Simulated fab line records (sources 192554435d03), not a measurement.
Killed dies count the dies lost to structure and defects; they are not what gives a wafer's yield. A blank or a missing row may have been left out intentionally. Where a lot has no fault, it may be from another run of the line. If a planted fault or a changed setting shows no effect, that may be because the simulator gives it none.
A struck lot beside a sound one + flow n5_finfet + 13 out of 1938 route steps
Sound: these wafers, L169.2, L169.4, L169.6. Wafers struck: L174.1, L174.2, L174.6. The cause is named last.
Per side, at each step with rows, come the tool, then ch with its chambers, and then its first start. Under that, the readings that differ: sound wafers + struck wafers + difference of the means + sigmas: that difference in standard deviations of wafers without a fault.
alike: same words and numbers on both sides, and readings whose means sit less than 2 such deviations apart. not compared: any withheld reading, any reading some wafer has no value for, any bound like >300 that may hide the same value, and any number with overlapping values for which the record gives no deviation.
Wherever a step has rows on one side only, a row that says differs or no value, or a row with sigmas, the two part there. When numbers do not overlap yet have no deviation, they are printed without sigmas and do not part them. A reading missing from all wafers of one side parts the sides only when that side holds two or more wafers.

first, 5 steps without rows for these wafers: N5_BEOL_M15_SOFTBAKE_23 (time 60 s); N5_BEOL_M15_EXPOSE_25 (exposes mask M15, target cd 400 nm); N5_BEOL_M15_PEB_26 (peb time 90 s); N5_BEOL_M15_DEVELOP_27 (develop time 45 s); N5_BEOL_M15_HARDBAKE_32 (time 120 s).
N5_BEOL_M15_CD_MEAS_28: the cd target is 407.6 nm.
  sound on cd_sem-02 ch 0, day 14 05:18; struck on cd_sem-01 ch 0, day 15 05:13
  alike: cd_nm
N5_BEOL_M15_OVL_MEAS_29:
  sound on overlay-01 ch 0, day 14 05:20; struck on overlay-01 ch 0, day 15 05:14
  alike: M15_OVL
N5_BEOL_M15_INSPECT_30: inspects for defects (macro).
  sound on defect_inspect-02, day 14 05:22; struck on defect_inspect-02, day 15 05:16
  alike: raw_defect_count
N5_BEOL_M15_DESCUM_33: chemistry O2, time 7.9 s.
  sound on rie_diel-06 ch 0,1,2, day 14 06:58; struck on rie_diel-02 ch 2,3, day 15 05:19
  alike: drypump_motor_current_A, oes_product_au, rf_vpp_V, showerhead_plenum_p_Torr, throttle_valve_pct
  not compared: rf_hours_counter_h
N5_BEOL_M15_ETCH_61: etches BARC in N2/H2, target depth 89 nm, overetch 26.7 nm, time 67.9 s.
  sound on rie_diel-06 ch 0,1,2, day 14 07:00; struck on rie_diel-02 ch 2,3, day 15 05:21
  alike: drypump_motor_current_A, oes_product_au, rf_vpp_V, showerhead_plenum_p_Torr, throttle_valve_pct
  not compared: rf_hours_counter_h
N5_BEOL_M15_TRENCH_ETCH_34: etches SiO2 in C4F8/O2/Ar, target depth 872.93 nm, time 199 s.
  sound on rie_diel-06 ch 0,1,2, day 14 07:03; struck on rie_diel-02 ch 2,3, day 15 05:24
  alike: drypump_motor_current_A, oes_product_au, rf_vpp_V, showerhead_plenum_p_Torr, throttle_valve_pct
  not compared: rf_hours_counter_h
N5_BEOL_M15_STRIP_36: strips in O2.
  sound on rie_diel-06 ch 0,1,2, day 14 07:19; struck on rie_diel-02 ch 0,1,2, day 15 08:50
  no value came back on the struck wafers for any of 7 readings (bias_power_w (W), chamber_pressure_mTorr (mTorr) and others); on the sound wafers bias_power_w (W) reads 0 0 0
| reading                                    | sound | struck            | difference | sigmas |
|--------------------------------------------|-------|-------------------|------------|--------|
| model.coat_of_BEOL_M15_COAT_22.thk_nm (nm) | 0 0 0 | 545.2 537.2 539.6 | +540.7     |        |
  not compared: rf_hours_counter_h
N5_BEOL_M15_STRIP_62: strips in O2.
  sound on rie_diel-06 ch 0,1,2; struck on rie_diel-02 ch 0,1,2, day 15 08:53
| reading      | sound       | struck      | difference | sigmas |
|--------------|-------------|-------------|------------|--------|
| rf_vpp_V (V) | 4.5 4.6 4.3 | 4.2 2.9 2.8 | -1.2       | -2     |
  alike: chamber_pressure_mTorr, drypump_motor_current_A, oes_product_au, showerhead_plenum_p_Torr, throttle_valve_pct
  not compared: rf_hours_counter_h

== WHERE THEY PART ==
Earliest at N5_BEOL_M15_STRIP_36; latest, in this record, at N5_BEOL_M15_STRIP_62.

WHY: the cause the simulator had injected
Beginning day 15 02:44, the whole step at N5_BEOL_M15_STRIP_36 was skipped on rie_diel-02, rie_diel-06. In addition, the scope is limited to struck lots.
